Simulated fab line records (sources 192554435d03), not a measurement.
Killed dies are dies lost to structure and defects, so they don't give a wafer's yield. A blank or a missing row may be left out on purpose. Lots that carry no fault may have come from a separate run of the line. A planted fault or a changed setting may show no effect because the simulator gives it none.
fab line records | flow n5_finfet
record: lots: 4 | wafers: 12 | last_day: 17
route steps=1938 shown FIN_SAQP@92 BEOL_M4@1111
lots untouched by any fault: they come from a run of this same line in which no faults occurred
start_h: the number of hours between the record's first day and the start of the first shown wafer of the lot | wait_h: how many hours have passed since the lot's step before this one | " unchanged from the row above | L1.1+2: one row covering several wafers at once | - no value present, or no start provided | * or withheld: withheld | < > ~ a bound
route shown NAME@n: NAME is a module with steps in the file, n the number in the route of the first one | usual: mean/standard deviation of fault-free wafers | same: alike in all rows | chamber/n: place in a boat | sites: the reading at each site | _std_site: standard deviation across them | _edge_site: inner sites' mean taken away from outer sites' mean | radius_mm: for every site, how far away it sits from the centre of the wafer | mask NAME#n: copy n | behind: the last tool/chamber to shape the wafer | hold: cause of the lot's hold/its duration in hours/its outcome | device: the n, p or np transistor that did not switch | end of line: at the end of the route, the tests of the same wafers | step lacking rows: just its recipe | killed: count of dies lost to structure and defects at first sort (not the wafer's yield) | map: shows each die of a wafer: x if killed, . if not, _ if none is there
set.NAME: the run value of the setting; set.NAME@STEP: its run value at that earlier step | model.NAME: the simulator's own value behind a step, which no gauge read
certain route steps with their lots: each step a table, each wafer a row
services: from which hour (start_h, from the record's first day; less than 0 if before it) a tool's chamber was out of use, for how many hours, and why
== steps ==
step: N5_FIN_SAQP_PRECLEAN_44
recipe: chemistry: SC2 | time_s: 45 | temp_c: 35 | mix: 1:1:50
step: N5_FIN_SAQP_SRD_01
recipe: dry: ipa_marangoni | time_s: 30 | temp_c: 23 | rinse_liquid: diw
step: N5_FIN_SAQP_ALD_61
recipe: material: SiO2 | target_thk_a: 40 | temp_c: 300 | ald_precursor_family: BDEAS | ald_co_reactant: O2-plasma | pulse_time_s: 1 | purge_time_s: 2 | co_reactant_purge_time_s: 2 | ald_cycles: 43 | pressure_torr: 2
step: N5_FIN_SAQP_DENSIFY_62
recipe: temp_c: 700 | time_s: 60 | ambient: N2 | idle_temp_c: 600 | ramp_up_c_per_s: 150 | ramp_down_c_per_s: 60 | cool_to_c: 600
step: N5_FIN_SAQP_HM_DEP_03
recipe: material: SiNx | target_thk_a: 380 | temp_c: 400 | precursor: SiH4/NH3/N2 | pressure_torr: 1.5 | rf_w: 300 | time_s: 33.6
step: N5_FIN_SAQP_PECVD_47
recipe: material: a-Si | target_thk_a: 450 | temp_c: 400 | precursor: SiH4/He | pressure_torr: 3 | rf_w: 100 | time_s: 36.3
step: N5_FIN_SAQP_PECVD_48
recipe: material: SiNx | target_thk_a: 250 | temp_c: 400 | precursor: SiH4/NH3/N2 | pressure_torr: 1.5 | rf_w: 300 | time_s: 22.1
step: N5_FIN_SAQP_PECVD_06
recipe: material: a-Si | target_thk_a: 600 | temp_c: 400 | precursor: SiH4/He | pressure_torr: 3 | rf_w: 100 | time_s: 48.1
step: N5_FIN_SAQP_HM_DEP_72
recipe: material: SiO2 | target_thk_a: 120 | temp_c: 400 | precursor: SiH4/N2O | pressure_torr: 0.75 | rf_w: 275 | time_s: 7.2
step: N5_FIN_SAQP_COAT_49
recipe: resist: SOC | temp_c: 250 | time_s: 60 | spin_rpm: 1500 | resist_thk_nm: 100
step: N5_FIN_SAQP_COAT_50
recipe: resist: SiARC | temp_c: 220 | time_s: 60 | spin_rpm: 1500 | resist_thk_nm: 35
usual: exhaust_pa: 45.0/0.91 | plate_temp_C: 219.97/0.16 | resist_line_temp_C: 23.03/0.098 | spin_speed_rpm: 1500.0/1.1
lot.wafer | tool           | chamber | start_h | wait_h | exhaust_pa | plate_temp_C | resist_line_temp_C | spin_speed_rpm | model.SiARC_of_FIN_SAQP_COAT_50.thk_nm
L979.1    | litho_track-04 | 0       | 34.56   | -      | 45.5       | 220.16       | 22.88              | 1499.9         | 35.05
L979.2    | "              | 0       | "       | "      | 45.0       | 220.13       | 22.93              | 1499.8         | 35.06
L979.3    | "              | 0       | "       | "      | 44.1       | 219.96       | 22.75              | 1499.9         | 35.02
L993.1    | litho_track-04 | 0       | 117.29  | -      | 46.1       | 219.79       | 23.01              | 1589.9         | 34.05
L993.2    | "              | 0       | "       | "      | 46.1       | 219.70       | 22.97              | 1590.0         | 34.11
L993.3    | "              | 0       | "       | "      | 44.9       | 219.95       | 23.00              | 1589.9         | 34.09
L994.1    | litho_track-04 | 0       | 124.58  | -      | 44.4       | 219.71       | 23.06              | 1590.3         | 34
L994.3    | "              | 0       | "       | "      | 46.3       | 219.94       | 23.16              | 1590.9         | 34.07
L994.5    | "              | 0       | "       | "      | 46.2       | 220.00       | 23.10              | 1590.7         | 34.01
L998.1    | litho_track-03 | 0       | 146.77  | -      | 46.6       | 220.11       | 22.91              | 1498.4         | 34.87
L998.3    | "              | 0       | "       | "      | 45.7       | 220.14       | 23.02              | 1500.7         | 34.85
L998.4    | "              | 0       | "       | "      | 46.0       | 219.88       | 22.94              | 1498.3         | 35
step: N5_FIN_SAQP_COAT_10
recipe: resist: CAR-ArF | spin_rpm: 1500 | resist_thk_nm: 90
step: N5_FIN_SAQP_EBR_12
recipe: solvent: PGMEA | ebr_width_mm: 1.5
step: N5_FIN_SAQP_SOFTBAKE_11
recipe: temp_c: 110 | time_s: 60 | resist: CAR-ArF
step: N5_FIN_SAQP_EXPOSE_13
recipe: mask_id: FIN_CORE | na: 1.35 | source_shape: dipole | sigma_inner: 0.538 | sigma_outer: 0.738 | polarization: te | target_cd_nm: 35.6 | dose_mj: 63.25
step: N5_FIN_SAQP_PEB_14
recipe: peb_temp_c: withheld | peb_time_s: 60 | resist: CAR-ArF
step: N5_FIN_SAQP_DEVELOP_15
recipe: develop_time_s: 30 | developer: TMAH | resist: CAR-ArF | dev_temp_c: 23 | rinse_liquid: diw | dry: air_spin
step: N5_FIN_SAQP_DESCUM_21
recipe: chemistry: O2 | time_s: 7.9 | source_power_w: 50 | bias_power_w: 20 | pressure_mtorr: 20 | rf_frequency_hz: 2.712e+07 | temp_c: 40 | resist: CAR-ArF | o2_flow_sccm: 225
step: N5_FIN_SAQP_ETCH_51
recipe: chemistry: CF4 | target: SiARC | target_depth_a: 455 | mask_material: CAR-ArF | time_s: 75.8 | ion_energy_ev: 80 | pressure_mtorr: 40 | source_w: 545 | bias_w: 36 | Ar_flow_sccm: 100 | cf4_flow_sccm: 100 | ends: cleared
usual: drypump_motor_current_A: 5.7/0.36 | etch_rf_on_time_s: 76.0/2.1 | oes_product_au: 0.67/0.083 | rf_vpp_V: 183.9/0.94 | showerhead_plenum_p_Torr: 2.12/0.039 | throttle_valve_pct: 15.66/0.16
lot.wafer | tool        | chamber | start_h | wait_h | drypump_motor_current_A | etch_rf_on_time_s | oes_product_au | rf_hours_counter_h | rf_vpp_V | showerhead_plenum_p_Torr | throttle_valve_pct | model.etch.depth_nm | model.CAR-ArF_of_FIN_SAQP_COAT_10.thk_nm
L979.1    | rie_diel-06 | 2       | 35.73   | 0.0    | 5.5                     | 78.9              | 0.66           | 132                | 183.4    | 2.14                     | 15.75              | 35.05               | 51
L979.2    | "           | 3       | "       | "      | 5.5                     | 75.1              | 0.83           | 6                  | 184.3    | 2.12                     | 15.44              | 35.06               | 51.03
L979.3    | "           | 0       | "       | "      | 5.6                     | 75.4              | 0.60           | 203                | 184.9    | 2.12                     | 15.62              | 35.02               | 50.78
L993.1    | rie_diel-04 | 0       | 117.80  | 0.0    | 6.1                     | 74.7              | 0.62           | 192                | 185.8    | 2.20                     | 15.60              | 34.05               | 51.99
L993.2    | "           | 2       | "       | "      | 6.0                     | 75.9              | 0.61           | 187                | 184.0    | 2.12                     | 15.62              | 34.11               | 51.97
L993.3    | "           | 1       | "       | "      | 5.1                     | 73.5              | 0.66           | 130                | 185.1    | 2.07                     | 15.87              | 34.09               | 51.96
L994.1    | rie_diel-04 | 3       | 125.50  | 0.0    | 5.5                     | 69.3              | 0.70           | 103                | 182.9    | 2.09                     | 15.66              | 34                  | 52.37
L994.3    | "           | 2       | "       | "      | 6.0                     | 74.5              | 0.61           | 190                | 183.2    | 2.12                     | 15.62              | 34.07               | 52.48
L994.5    | "           | 1       | "       | "      | 5.1                     | 72.7              | 0.65           | -                  | 184.0    | 2.07                     | 15.87              | 34.01               | 52.28
L998.1    | rie_diel-06 | 1       | 147.28  | 0.0    | 6.2                     | 74.9              | 0.80           | 24                 | 184.2    | 2.10                     | 15.69              | 34.87               | 51.05
L998.3    | "           | 0       | "       | "      | 5.7                     | 75.6              | 0.57           | 244                | 183.3    | 2.10                     | 15.71              | 34.85               | 51.28
L998.4    | "           | 3       | "       | "      | 5.5                     | 76.9              | 0.74           | 49                 | 184.0    | 2.11                     | 15.54              | 35                  | 51.21
step: N5_FIN_SAQP_ETCH_52
recipe: chemistry: N2/H2 | target: SOC | target_depth_a: 1000 | overetch_a: 200 | mask_material: SiARC | temp_c: 40 | time_s: 150 | ion_energy_ev: 200 | pressure_mtorr: 30 | source_w: 840 | bias_w: 150 | n2_flow_sccm: 200 | h2_flow_sccm: 200 | ends: end_point
usual: drypump_motor_current_A: 5.7/0.36 | h2_flow_sccm: 200.1/0.59 | oes_product_au: 0.71/0.081 | rf_vpp_V: 523.2/1.7 | showerhead_plenum_p_Torr: 2.52/0.062 | throttle_valve_pct: 17.90/0.3
lot.wafer | tool        | chamber | start_h | wait_h | drypump_motor_current_A | h2_flow_sccm | oes_product_au | rf_hours_counter_h | rf_vpp_V | showerhead_plenum_p_Torr | throttle_valve_pct | model.SiARC_of_FIN_SAQP_COAT_50.thk_nm
L979.1    | rie_diel-06 | 2       | 35.79   | 0.0    | 5.5                     | 199.9        | 0.71           | 132                | 525.0    | 2.58                     | 18.24              | 29.33
L979.2    | "           | 3       | "       | "      | 5.5                     | 199.0        | 0.88           | 6                  | 522.5    | 2.50                     | 17.63              | 29.09
L979.3    | "           | 0       | "       | "      | 5.7                     | 200.6        | 0.63           | 203                | 521.8    | 2.54                     | 17.94              | 29.5
L993.1    | rie_diel-04 | 0       | 117.85  | 0.0    | 6.2                     | 200.9        | 0.66           | 192                | 527.1    | 2.64                     | 17.88              | 28.36
L993.2    | "           | 2       | "       | "      | 6.0                     | 200.0        | 0.65           | 187                | 522.2    | 2.51                     | 17.63              | 28.69
L993.3    | "           | 1       | "       | "      | 5.1                     | 199.7        | 0.69           | 130                | 520.9    | 2.46                     | 18.34              | 28.28
L994.1    | rie_diel-04 | 3       | 125.55  | 0.0    | 5.5                     | 199.9        | 0.71           | 103                | 522.4    | 2.42                     | 17.41              | 27.73
L994.3    | "           | 2       | "       | "      | 6.0                     | 199.2        | 0.64           | 190                | 525.2    | 2.51                     | 17.65              | 28.53
L994.5    | "           | 1       | "       | "      | 5.1                     | 199.6        | 0.69           | -                  | 520.0    | 2.46                     | 18.35              | 28.15
L998.1    | rie_diel-06 | 1       | 147.33  | 0.0    | 6.2                     | 200.2        | 0.84           | 24                 | 521.7    | 2.49                     | 17.94              | 28.55
L998.3    | "           | 0       | "       | "      | 5.7                     | 199.0        | 0.59           | 244                | 524.4    | 2.52                     | 18.01              | 29.37
L998.4    | "           | 3       | "       | "      | 5.5                     | 200.7        | 0.78           | 49                 | 521.1    | 2.48                     | 17.69              | 29.08
step: N5_FIN_SAQP_STRIP_53
recipe: chemistry: N2/H2 | temp_c: 40 | n2_flow_sccm: 200 | h2_flow_sccm: 200 | rf_frequency_hz: 6e+07
step: N5_BEOL_M4_RC_MEAS_101
usual: DIBL_N: 37.3/2.3 | DIBL_P: 37.4/2.9 | IOFF_N: 0.18/0.045 | IOFF_P: 0.25/0.054 | ION_N: 679/15 | ION_P: 468/9.7 | SS_N: 71.8/0.62 | SS_P: 73.6/0.76 | VT_N: 248/4.1 | VT_P: -248/3.6
lot.wafer | tool      | chamber | start_h | wait_h | DIBL_N[mV/V] | DIBL_P[mV/V] | IOFF_N[nA/um] | IOFF_P[nA/um] | ION_N[uA/um] | ION_P[uA/um] | SS_N[mV/dec] | SS_P[mV/dec] | VT_N[mV] | VT_P[mV]
L979.1    | prober-02 | 0       | 189.47  | 0.0    | 35.9         | 35.3         | 0.17          | 0.23          | 682          | 465          | 71.6         | 73.5         | 248      | -248
L979.2    | "         | 0       | "       | "      | 37.1         | 38.7         | 0.20          | 0.29          | 701          | 480          | 72.1         | 74.0         | 245      | -244
L979.3    | "         | 0       | "       | "      | 35.6         | 35.6         | 0.16          | 0.22          | 678          | 465          | 71.3         | 73.4         | 250      | -248
L993.1    | prober-02 | 0       | 268.65  | 0.0    | 31.8         | 32.1         | 0.12          | 0.17          | 649          | 452          | 71.1         | 72.6         | 253      | -250
L993.2    | "         | 0       | "       | "      | 33.8         | 35.0         | 0.13          | 0.21          | 653          | 451          | 71.4         | 72.4         | 254      | -249
L993.3    | "         | 0       | "       | "      | 31.2         | 31.6         | 0.11          | 0.17          | 663          | 460          | 70.8         | 72.3         | 251      | -252
L994.1    | prober-01 | 0       | 270.67  | 0.0    | 34.9         | 34.4         | 0.15          | 0.20          | 670          | 465          | 70.9         | 72.8         | 253      | -249
L994.3    | "         | 0       | "       | "      | 37.3         | 38.6         | 0.20          | 0.29          | 688          | 472          | 71.8         | 74.5         | 248      | -245
L994.5    | "         | 0       | "       | "      | 37.0         | 37.9         | 0.19          | 0.26          | 665          | 460          | 71.6         | 74.1         | 248      | -249
L998.1    | prober-02 | 0       | 295.73  | 0.0    | 36.8         | 36.7         | 0.16          | 0.20          | 677          | 458          | 71.4         | 73.5         | 249      | -253
L998.3    | "         | 0       | "       | "      | 34.5         | 34.0         | 0.11          | 0.16          | 647          | 445          | 71.7         | 73.0         | 257      | -256
L998.4    | "         | 0       | "       | "      | 37.9         | 37.0         | 0.18          | 0.20          | 688          | 465          | 72.3         | 72.4         | 247      | -251
== services ==
tool           | chamber | start_h | hours | kind
rie_diel-06    | 2       | 12.79   | 1.6   | repair
litho_track-04 | -       | 22.67   | -     | consumable_replace:filter
rie_diel-04    | 0       | 29.17   | 9.4   | repair
rie_diel-06    | 0       | 57.42   | 4.3   | repair
rie_diel-06    | 1       | 61.97   | -     | clean
rie_diel-06    | 1       | 61.97   | -     | consumable_replace:focus_ring
rie_diel-06    | 1       | 61.97   | 16.0  | scheduled_down
rie_diel-06    | 1       | 61.97   | 16.0  | vent_cycle
rie_diel-04    | 3       | 69.58   | 3.5   | repair
== key ==
first_sign: step: N5_FIN_SAQP_COAT_50 | reading: spin_speed_rpm | direction: up | sigmas: 83 | usual: * | struck: *
effect none on later readings
model_effect: step: N5_FIN_SAQP_COAT_50 | value: SiARC_of_FIN_SAQP_COAT_50.thk_nm | without: 35.07 | struck: 34.06
model_effect: step: N5_FIN_SAQP_ETCH_51 | value: etch.depth_nm | without: 35.07 | struck: 34.06
model_effect: step: N5_FIN_SAQP_ETCH_52 | value: SiARC_of_FIN_SAQP_COAT_50.thk_nm | without: 29.31 | struck: 28.29
met_at N5_FIN_SAQP_COAT_50
struck_wafers L993.1,L993.2,L993.3,L994.1,L994.3,L994.5
onset_between 34.56 117.29
fault: kind: process_parameter_drift | tool: litho_track-04 | chamber: - | onset_h: 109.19 | steps: N5_FIN_SAQP_COAT_50 | channel: spin_rpm | offset: * | shape: step | end_h: 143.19 | acts_in: * | stated: *
